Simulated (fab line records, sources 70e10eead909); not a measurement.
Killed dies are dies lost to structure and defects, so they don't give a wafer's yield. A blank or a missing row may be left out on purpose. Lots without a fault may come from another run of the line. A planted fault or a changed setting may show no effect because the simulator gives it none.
fab line records | flow nand_harc
record lots=7 wafers=21 last_day=33
route steps=1302 shown A_ZERO_WELL@412 A_SOURCE_PLATE@413 A_ONON_D1@424 END@1302
lots that met no fault: from a run of the same line without faults
start_h: hours from the record's first day to the start of the lot's first wafer shown | wait_h: hours since the lot's step before | " the same as in the row above | L1.1+2: a row that stands for several wafers | - no value, or no start given | * or withheld: withheld | < > ~ a bound
route shown NAME@n: a module of which the file shows steps, and the number in the route of the first | usual: mean/standard deviation of fault-free wafers | same: alike in all rows | chamber/n: place in a boat | sites: the reading at each site | _std_site: their standard deviation | _edge_site: outer sites' mean less inner sites' | radius_mm: how far each site lies from the wafer's centre | mask NAME#n: copy n | behind: the tool/chamber that last shaped the wafer | hold: why the lot was held/for how many hours/how that ended | device: the transistor (n, p or np) that didn't switch | end of line: the same wafers' tests at the end of the route | a step without rows: its recipe alone | killed: dies lost to structure and defects at the first sort, not the wafer's yield | map: a wafer's dies, x killed, . not, _ none there
set.NAME: the setting as run; set.NAME@STEP: as run at that earlier step | model.NAME: the simulator's own value behind a step, which no gauge read
lots at some steps of the route; a table a step, a row a wafer
services: from which hour (start_h, from the record's first day; less than 0 if before it) a tool's chamber was out of use, for how many hours, and why
## steps
# step NHARC_A_ZERO_WELL_INSPECT_17
# usual raw_defect_count=11/5.3
# columns lot.wafer tool chamber start_h wait_h raw_defect_count
L552.2 defect_inspect-02 - 148.72 0.1 17
L552.4 " - " " 10
L552.5 " - " " 12
L553.1 defect_inspect-01 - 157.60 0.2 6
L553.5 " - " " 16
L553.6 " - " " 11
L554.2 defect_inspect-01 - 168.16 0.1 13
L554.3 " - " " 11
L554.4 " - " " 6
L556.1 defect_inspect-02 - 189.64 0.2 10
L556.3 " - " " 10
L556.4 " - " " 10
L570.2 defect_inspect-01 - 337.29 0.1 9
L570.3 " - " " 13
L570.4 " - " " 15
L571.2 defect_inspect-02 - 348.25 0.1 11
L571.3 " - " " 13
L571.5 " - " " 7
L573.2 defect_inspect-02 - 358.02 0.1 6
L573.4 " - " " 6
L573.5 " - " " 10
# step NHARC_A_SOURCE_PLATE_PRECLEAN_00
# recipe time_s=60 chemistry=HF-LAST
# step NHARC_A_SOURCE_PLATE_SRD_01
# step NHARC_A_SOURCE_PLATE_OXIDE_02
# recipe target_thk_a=100 temp_c=900 ox_time_s=1362 material=SiO2
# step NHARC_A_SOURCE_PLATE_THK_MEAS_09
# recipe thk_meas_gauge=ellipsometry
# usual thk_nm=9.7/1.1
# columns lot.wafer tool chamber start_h wait_h thk_nm
L552.2 film_metro-02 - 157.98 0.4 11.0
L552.4 " - " " 10.1
L552.5 " - " " 9.7
L553.1 film_metro-02 - 167.29 0.4 7.9
L553.5 " - " " 9.4
L553.6 " - " " 10.5
L554.2 film_metro-01 - 175.89 0.4 9.1
L554.3 " - " " 10.8
L554.4 " - " " 10.7
L556.1 film_metro-02 - 195.73 0.4 9.9
L556.3 " - " " 8.5
L556.4 " - " " 9.2
L570.2 film_metro-01 - 346.42 0.4 11.0
L570.3 " - " " 8.9
L570.4 " - " " 11.1
L571.2 film_metro-02 - 353.73 0.4 9.0
L571.3 " - " " 10.8
L571.5 " - " " 9.4
L573.2 film_metro-01 - 365.17 0.4 10.9
L573.4 " - " " 9.9
L573.5 " - " " 7.7
# step NHARC_A_SOURCE_PLATE_PVD_04
# recipe target_thk_a=500 material=WSi2
# step NHARC_A_SOURCE_PLATE_CVD_03
# recipe target_thk_a=2000 temp_c=620 pressure_mtorr=200 time_s=4000 material=poly-Si
# step NHARC_A_SOURCE_PLATE_ANNEAL_05
# recipe temp_c=850 time_s=1800
# step NHARC_A_SOURCE_PLATE_THK_MEAS_06
# recipe thk_meas_gauge=ellipsometry
# usual thk_nm=200.0/2.2
# columns lot.wafer tool chamber start_h wait_h thk_nm
L552.2 film_metro-01 - 170.82 0.4 200.8
L552.4 " - " " 198.6
L552.5 " - " " 197.3
L553.1 film_metro-02 - 180.09 0.4 199.2
L553.5 " - " " 196.7
L553.6 " - " " 192.6
L554.2 film_metro-01 - 190.63 0.4 202.0
L554.3 " - " " 201.3
L554.4 " - " " 200.6
L556.1 film_metro-01 - 211.72 0.4 199.8
L556.3 " - " " 199.2
L556.4 " - " " 198.4
L570.2 film_metro-01 - 359.60 0.4 202.6
L570.3 " - " " 202.2
L570.4 " - " " 201.6
L571.2 film_metro-01 - 367.25 0.4 199.4
L571.3 " - " " 199.9
L571.5 " - " " 201.7
L573.2 film_metro-01 - 378.11 0.4 202.6
L573.4 " - " " 203.3
L573.5 " - " " 205.9
# step NHARC_A_SOURCE_PLATE_INSPECT_08
# usual raw_defect_count=59/22
# columns lot.wafer tool chamber start_h wait_h raw_defect_count
L552.2 defect_inspect-02 - 170.92 0.0 61
L552.4 " - " " 44
L552.5 " - " " 49
L553.1 defect_inspect-01 - 180.16 0.0 49
L553.5 " - " " 43
L553.6 " - " " 56
L554.2 defect_inspect-01 - 190.70 0.0 53
L554.3 " - " " 46
L554.4 " - " " 84
L556.1 defect_inspect-02 - 211.78 0.0 60
L556.3 " - " " 43
L556.4 " - " " 57
L570.2 defect_inspect-02 - 359.71 0.0 44
L570.3 " - " " 48
L570.4 " - " " 52
L571.2 defect_inspect-02 - 367.31 0.0 75
L571.3 " - " " 85
L571.5 " - " " 48
L573.2 defect_inspect-02 - 378.17 0.0 94
L573.4 " - " " 56
L573.5 " - " " 99
# step NHARC_A_ONON_D1_DEP_00
# recipe target_thk_a=10000 n2_flow_sccm=2750 n2o_flow_sccm=2000 nh3_flow_sccm=500 sih4_flow_sccm=210 temp_c=400
# usual susceptor_temp_C=400.01/0.2
# columns lot.wafer tool chamber start_h wait_h susceptor_temp_C
L552.2 pecvd_onon-01 0 171.05 0.1 399.91
L552.4 " 0 " " 399.61
L552.5 " 0 " " 400.00
L553.1 pecvd_onon-01 0 180.22 0.1 399.86
L553.5 " 0 " " 400.08
L553.6 " 0 " " 399.60
L554.2 pecvd_onon-01 0 190.82 0.1 399.80
L554.3 " 0 " " 400.38
L554.4 " 0 " " 400.22
L556.1 pecvd_onon-01 0 211.85 0.1 400.01
L556.3 " 0 " " 400.23
L556.4 " 0 " " 399.73
L570.2 pecvd_onon-03 0 359.83 0.1 400.03
L570.3 " 0 " " 400.23
L570.4 " 0 " " 400.13
L571.2 pecvd_onon-01 0 367.43 0.1 399.83
L571.3 " 0 " " 400.05
L571.5 " 0 " " 400.26
L573.2 pecvd_onon-03 0 378.30 0.1 399.81
L573.4 " 0 " " 399.87
L573.5 " 0 " " 400.01
# step NHARC_A_ONON_D1_THK_MEAS_02
# recipe thk_meas_gauge=ellipsometry
# usual thk_nm=999/9.6
# columns lot.wafer tool chamber start_h wait_h thk_nm
L552.2 film_metro-02 - 171.50 - 970
L552.4 " - " " 969
L552.5 " - " " 969
L553.1 film_metro-01 - 180.73 - 614
L553.5 " - " " 614
L553.6 " - " " 614
L554.2 film_metro-01 - 191.27 - 622
L554.3 " - " " 621
L554.4 " - " " 621
L556.1 film_metro-01 - 212.35 - 611
L556.3 " - " " 612
L556.4 " - " " 614
L570.2 film_metro-01 - 360.29 - 990
L570.3 " - " " 990
L570.4 " - " " 989
L571.2 film_metro-01 - 367.89 - 1000
L571.3 " - " " 1001
L571.5 " - " " 998
L573.2 film_metro-01 - 378.75 - 1009
L573.4 " - " " 1008
L573.5 " - " " 1009
# step NHARC_A_ONON_D1_DEP_03
# recipe target_thk_a=10000 n2_flow_sccm=2750 n2o_flow_sccm=2000 nh3_flow_sccm=500 sih4_flow_sccm=210 temp_c=400
# step NHARC_END_SORT_01
# recipe temp_c=25
# usual killed_at_array=46/15 killed_at_other=0.8/1.1 killed_at_periphery=4.0/2.9 killed_dies=50/15 killed_open=3.2/1.8 killed_short=2.3/1.6
# same gross_dies=677
# columns lot.wafer tool chamber start_h wait_h killed_at_array killed_at_other killed_at_periphery killed_dies killed_open killed_short
L553.1 prober-02 0 584.67 2.5 673 0 4 677 4 2
L553.5 prober-02 0 587.91 3.7 676 1 0 677 2 2
L553.6 prober-02 0 588.72 4.0 676 0 1 677 3 0
L554.2 prober-01 0 585.44 2.8 665 3 9 677 4 3
L554.3 prober-01 0 586.23 3.1 671 0 6 677 3 1
L554.4 prober-01 0 587.02 3.4 670 0 7 677 2 2
L556.1 prober-02 0 601.61 2.5 666 3 8 677 7 4
L556.3 prober-02 0 603.23 3.1 673 0 4 677 10 5
L556.4 prober-02 0 604.04 3.4 674 1 2 677 4 4
# killed by level:class
L553.1 A_ONON_D1:area_dep=638 A_CHANNEL_HOLE_D1:chamber_film_flake=15 A_SGD_CUT:chamber_film_flake=8 A_STAIRCASE:chamber_film_flake=3 A_CHANNEL_HOLE_D2:chamber_film_flake=2 A_CONTACT:chamber_film_flake=2 P_GATE:geometric_particle:open=1 P_CONTACT:geometric_particle:open=1
L554.2 A_ONON_D1:area_dep=616 A_CHANNEL_HOLE_D1:chamber_film_flake=16 A_CHANNEL_HOLE_D2:chamber_film_flake=15 A_STAIRCASE:chamber_film_flake=8 P_CONTACT:chamber_film_flake=4 THIN_TSV:chamber_film_flake=3 A_ONON_D1:geometric_particle:short=2 P_ZERO_WELL:chamber_film_flake=2
L554.3 A_ONON_D1:area_dep=619 A_CHANNEL_HOLE_D2:chamber_film_flake=25 A_CHANNEL_HOLE_D1:chamber_film_flake=20 A_STAIRCASE:chamber_film_flake=3 P_CONTACT:chamber_film_flake=2 P_STI:geometric_particle:open=1 P_GATE:geometric_particle:open=1 P_M0:geometric_particle:short=1
L554.4 A_ONON_D1:area_dep=623 A_CHANNEL_HOLE_D2:chamber_film_flake=23 A_CHANNEL_HOLE_D1:chamber_film_flake=12 P_CONTACT:chamber_film_flake=5 A_STAIRCASE:chamber_film_flake=4 A_CONTACT:chamber_film_flake=3 P_GATE:chamber_film_flake=2 A_CHANNEL_FILL_D1:geometric_particle:short=1
L553.5 A_ONON_D1:area_dep=634 A_CHANNEL_HOLE_D1:chamber_film_flake=18 A_CHANNEL_HOLE_D2:chamber_film_flake=8 A_SGD_CUT:chamber_film_flake=7 A_STAIRCASE:chamber_film_flake=3 A_CONTACT:chamber_film_flake=3 A_WL_FILL:geometric_particle:short=2 A_DECK1_JOINT:geometric_particle:open=1
L553.6 A_ONON_D1:area_dep=629 A_CHANNEL_HOLE_D1:chamber_film_flake=27 A_CHANNEL_HOLE_D2:chamber_film_flake=9 A_STAIRCASE:chamber_film_flake=4 A_CONTACT:chamber_film_flake=3 P_CONTACT:geometric_particle:open=1 A_ONON_D1:geometric_particle:open=1 A_WL_FILL:geometric_particle:open=1
L556.1 A_ONON_D1:area_dep=609 A_SLIT:chamber_film_flake=24 A_CHANNEL_HOLE_D2:chamber_film_flake=13 A_CHANNEL_HOLE_D1:chamber_film_flake=10 P_M1:chamber_film_flake=3 THIN_TSV:chamber_film_flake=3 A_ONON_D1:geometric_particle:open=2 A_CHANNEL_FILL_D1:chamber_film_flake=2
L556.3 A_ONON_D1:area_dep=595 A_SLIT:chamber_film_flake=21 A_CHANNEL_HOLE_D2:chamber_film_flake=20 A_CHANNEL_HOLE_D1:chamber_film_flake=18 A_CONTACT:chamber_film_flake=5 A_ONON_D1:geometric_particle:open=2 A_CHANNEL_FILL_D2:geometric_particle:open=2 A_BLC:geometric_particle:open=2
L556.4 A_ONON_D1:area_dep=626 A_SLIT:chamber_film_flake=15 A_CHANNEL_HOLE_D2:chamber_film_flake=9 A_CHANNEL_HOLE_D1:chamber_film_flake=7 A_CONTACT:chamber_film_flake=6 A_ONON_D2:geometric_particle:open=3 A_STAIRCASE:chamber_film_flake=3 P_M2:geometric_particle:open=1
# map L553.1 (x killed, . not)
____________x____________
_________xxxxxxx_________
_______xxxxxxxxxxx_______
______xxxxxxxxxxxxx______
_____xxxxxxxxxxxxxxx_____
____xxxxxxxxxxxxxxxxx____
____xxxxxxxxxxxxxxxxx____
___xxxxxxxxxxxxxxxxxxx___
___xxxxxxxxxxxxxxxxxxx___
__xxxxxxxxxxxxxxxxxxxxx__
__xxxxxxxxxxxxxxxxxxxxx__
_xxxxxxxxxxxxxxxxxxxxxxx_
_xxxxxxxxxxxxxxxxxxxxxxx_
_xxxxxxxxxxxxxxxxxxxxxxx_
_xxxxxxxxxxxxxxxxxxxxxxx_
_xxxxxxxxxxxxxxxxxxxxxxx_
xxxxxxxxxxxxxxxxxxxxxxxxx
xxxxxxxxxxxxxxxxxxxxxxxxx
xxxxxxxxxxxxxxxxxxxxxxxxx
xxxxxxxxxxxxxxxxxxxxxxxxx
xxxxxxxxxxxxxxxxxxxxxxxxx
_xxxxxxxxxxxxxxxxxxxxxxx_
_xxxxxxxxxxxxxxxxxxxxxxx_
_xxxxxxxxxxxxxxxxxxxxxxx_
_xxxxxxxxxxxxxxxxxxxxxxx_
_xxxxxxxxxxxxxxxxxxxxxxx_
__xxxxxxxxxxxxxxxxxxxxx__
__xxxxxxxxxxxxxxxxxxxxx__
___xxxxxxxxxxxxxxxxxxx___
___xxxxxxxxxxxxxxxxxxx___
____xxxxxxxxxxxxxxxxx____
____xxxxxxxxxxxxxxxxx____
_____xxxxxxxxxxxxxxx_____
______xxxxxxxxxxxxx______
_______xxxxxxxxxxx_______
_________xxxxxxx_________
____________x____________
# map L554.2 (x killed, . not)
____________x____________
_________xxxxxxx_________
_______xxxxxxxxxxx_______
______xxxxxxxxxxxxx______
_____xxxxxxxxxxxxxxx_____
____xxxxxxxxxxxxxxxxx____
____xxxxxxxxxxxxxxxxx____
___xxxxxxxxxxxxxxxxxxx___
___xxxxxxxxxxxxxxxxxxx___
__xxxxxxxxxxxxxxxxxxxxx__
__xxxxxxxxxxxxxxxxxxxxx__
_xxxxxxxxxxxxxxxxxxxxxxx_
_xxxxxxxxxxxxxxxxxxxxxxx_
_xxxxxxxxxxxxxxxxxxxxxxx_
_xxxxxxxxxxxxxxxxxxxxxxx_
_xxxxxxxxxxxxxxxxxxxxxxx_
xxxxxxxxxxxxxxxxxxxxxxxxx
xxxxxxxxxxxxxxxxxxxxxxxxx
xxxxxxxxxxxxxxxxxxxxxxxxx
xxxxxxxxxxxxxxxxxxxxxxxxx
xxxxxxxxxxxxxxxxxxxxxxxxx
_xxxxxxxxxxxxxxxxxxxxxxx_
_xxxxxxxxxxxxxxxxxxxxxxx_
_xxxxxxxxxxxxxxxxxxxxxxx_
_xxxxxxxxxxxxxxxxxxxxxxx_
_xxxxxxxxxxxxxxxxxxxxxxx_
__xxxxxxxxxxxxxxxxxxxxx__
__xxxxxxxxxxxxxxxxxxxxx__
___xxxxxxxxxxxxxxxxxxx___
___xxxxxxxxxxxxxxxxxxx___
____xxxxxxxxxxxxxxxxx____
____xxxxxxxxxxxxxxxxx____
_____xxxxxxxxxxxxxxx_____
______xxxxxxxxxxxxx______
_______xxxxxxxxxxx_______
_________xxxxxxx_________
____________x____________
## services
# columns tool chamber start_h hours kind
pecvd_onon-03 - 227.04 13.0 pm
pecvd_onon-01 - 269.07 13.0 pm
## key
first_sign step=NHARC_A_ONON_D1_THK_MEAS_02 reading=thk_nm direction=down sigmas=40 usual=999 struck=616
effect step=NHARC_END_SORT_01 reading=killed_at_array direction=up sigmas=41 usual=46 struck=672
more_kills_born_at NHARC_A_ONON_D1_DEP_00@pecvd_onon-01=5589
met_at NHARC_A_ONON_D1_DEP_00
struck_wafers L553.1,L553.5,L553.6,L554.2,L554.3,L554.4,L556.1,L556.3,L556.4
later_rows_left_out L553.1,L553.5,L553.6,L554.2,L554.3,L554.4,L556.1,L556.3,L556.4
tester_left_out L553,L554,L556
onset_between 171.05 180.22
fault kind=process_parameter_drift tool=pecvd_onon-01 chamber=0 onset_h=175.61 steps=NHARC_A_ONON_D1_DEP_00 channel=target_thk_a offset=* shape=step end_h=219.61 acts_in=* stated=*
# tester_left_out: of these lots the tester's yield and bins aren't shown, on N5 and GAA mostly nor the transistor test; their killed dies are dies lost to structure and defects alone, not to doping, threshold or leakage, so they don't give the yield
# later_rows_left_out: the simulator's readings of these wafers behind a module that went badly wrong aren't trusted and aren't shown, but for the sort
